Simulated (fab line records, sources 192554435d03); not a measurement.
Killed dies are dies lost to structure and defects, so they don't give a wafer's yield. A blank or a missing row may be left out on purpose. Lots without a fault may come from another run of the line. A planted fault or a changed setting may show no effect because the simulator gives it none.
Split-lot experiment | flow n5_finfet | 7 lots, 21 wafers read, on a route of 1938 steps

THE SPLIT
At N5_BEOL_M2_DESCUM_33 (chemistry O2, time 7 s), the setting time_s was moved away from the recipe's 7 s on 4 of the 21 wafers read, by -16.9% to +8.9%. The other wafers ran this setting at the recipe's value.

FROM THE SPLIT TO THE READING: what the file shows between them, 3 steps
- N5_BEOL_M2_ETCH_77: etches underlayer in N2/H2, target depth 6.5 nm, time 5.2 s
- N5_BEOL_M2_ETCH_69: etches SiARC in CF4, target depth 15.6 nm, time 26 s
- N5_BEOL_M2_ALD_98: deposits SiO2, target thk 2.5 nm, pulse time 1 s, co reactant pulse time 1 s

THE READING
CAR-EUV_of_BEOL_M2_COAT_22.thk_nm (the simulator's own value, which no gauge read), in nm, at N5_BEOL_M2_ETCHBACK_99 (etches SiO2 in CHF3, target depth 5 nm, time 10.4 s). The file gives no usual value for it. The 17 wafers here that ran the recipe average 10.5 nm, standard deviation 0.14 nm.

wafer  | tool, chamber at the split | time_s as run, s | against the recipe | CAR-EUV_of_BEOL_M2_COAT_22.thk_nm, nm | against lot-mates on the recipe
L079.3 | rie_diel-05, 2             | 5.873            | -16.1%             | 11.2                                  | +0.6
L079.4 | rie_diel-05, 0             | 7                | recipe             | 10.6                                  | -
L079.6 | rie_diel-05, 0             | 7                | recipe             | 10.6                                  | -
L081.1 | rie_diel-06, 2             | 5.815            | -16.9%             | 11.2                                  | +0.6
L081.2 | rie_diel-06, 0,3           | 7                | recipe             | 10.8                                  | -
L081.4 | rie_diel-06, 0,3           | 7                | recipe             | 10.4                                  | -
L088.1 | rie_diel-06, 0,1           | 7.622            | +8.9%              | 10.4                                  | -0.2
L088.3 | rie_diel-06, 0,1           | 7.622            | +8.9%              | 10.2                                  | -0.4
L088.4 | rie_diel-06, 3             | 7                | recipe             | 10.6                                  | -
L091.2 | rie_diel-04, 3,0           | 7                | recipe             | 10.4                                  | -
L091.3 | rie_diel-04, 2             | 7                | recipe             | 10.4                                  | -
L091.5 | rie_diel-04, 3,0           | 7                | recipe             | 10.4                                  | -
L094.3 | rie_diel-06, 0,2,0         | 7                | recipe             | 10.4                                  | -
L094.4 | rie_diel-06, 0,2,0         | 7                | recipe             | 10.4                                  | -
L094.6 | rie_diel-06, 0,2,0         | 7                | recipe             | 10.4                                  | -
L096.3 | rie_diel-06, 1             | 7                | recipe             | 10.4                                  | -
L096.4 | rie_diel-06, 0,3           | 7                | recipe             | 10.8                                  | -
L096.6 | rie_diel-06, 0,3           | 7                | recipe             | 10.6                                  | -
L095.2 | rie_diel-04, 0,3,2         | 7                | recipe             | 10.4                                  | -
L095.3 | rie_diel-04, 0,3,2         | 7                | recipe             | 10.4                                  | -
L095.6 | rie_diel-04, 0,3,2         | 7                | recipe             | 10.4                                  | -
Where a row lists several chambers, the file gives one row for several wafers and doesn't say which wafer went through which chamber.

THE FIT
A straight line over all 21 wafers: CAR-EUV_of_BEOL_M2_COAT_22.thk_nm changes by -0.0376 nm for each +1% of time_s; r = -0.84; the points scatter about the line by 0.14 nm.
The same after taking each lot's own level away (the mean of its wafers on the recipe; 21 wafers): -0.0357 nm for each +1%; r = -0.91; scatter 0.098 nm.
On that fit, the largest move of time_s shifts the reading by 0.6 nm.
The lots' own levels span 10.40 to 10.60 nm, that is 1.4 times the standard deviation above.
So the lot-to-lot level changes the slope little: the two slopes agree.
Check: with one of the wafers moved furthest among these (-16.9%) left out of the fit, the line predicts +0.612 nm for it against its lot-mates. It came out at +0.6 nm against them.

THE WHOLE CHAIN: every reading that the file lists as answering this split, in the file's order
step                   | what it does                                         | reading                                                                            | change (the file's fit)                | r (the file's)
N5_BEOL_M2_DESCUM_33   | chemistry O2, time 7 s                               | CAR-EUV_of_BEOL_M2_COAT_22.thk_nm (the simulator's own value, which no gauge read) | -0.0346 nm for each +1% of the setting | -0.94
N5_BEOL_M2_ETCH_69     | etches SiARC in CF4, target depth 15.6 nm, time 26 s | CAR-EUV_of_BEOL_M2_COAT_22.thk_nm (the simulator's own value, which no gauge read) | -0.0333 nm for each +1% of the setting | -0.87
N5_BEOL_M2_ETCHBACK_99 | etches SiO2 in CHF3, target depth 5 nm, time 10.4 s  | CAR-EUV_of_BEOL_M2_COAT_22.thk_nm (the simulator's own value, which no gauge read) | -0.036 nm for each +1% of the setting  | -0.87

THE FILE'S OWN FIT
CAR-EUV_of_BEOL_M2_COAT_22.thk_nm changes by -0.036 nm for each +1% of time_s, r = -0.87.
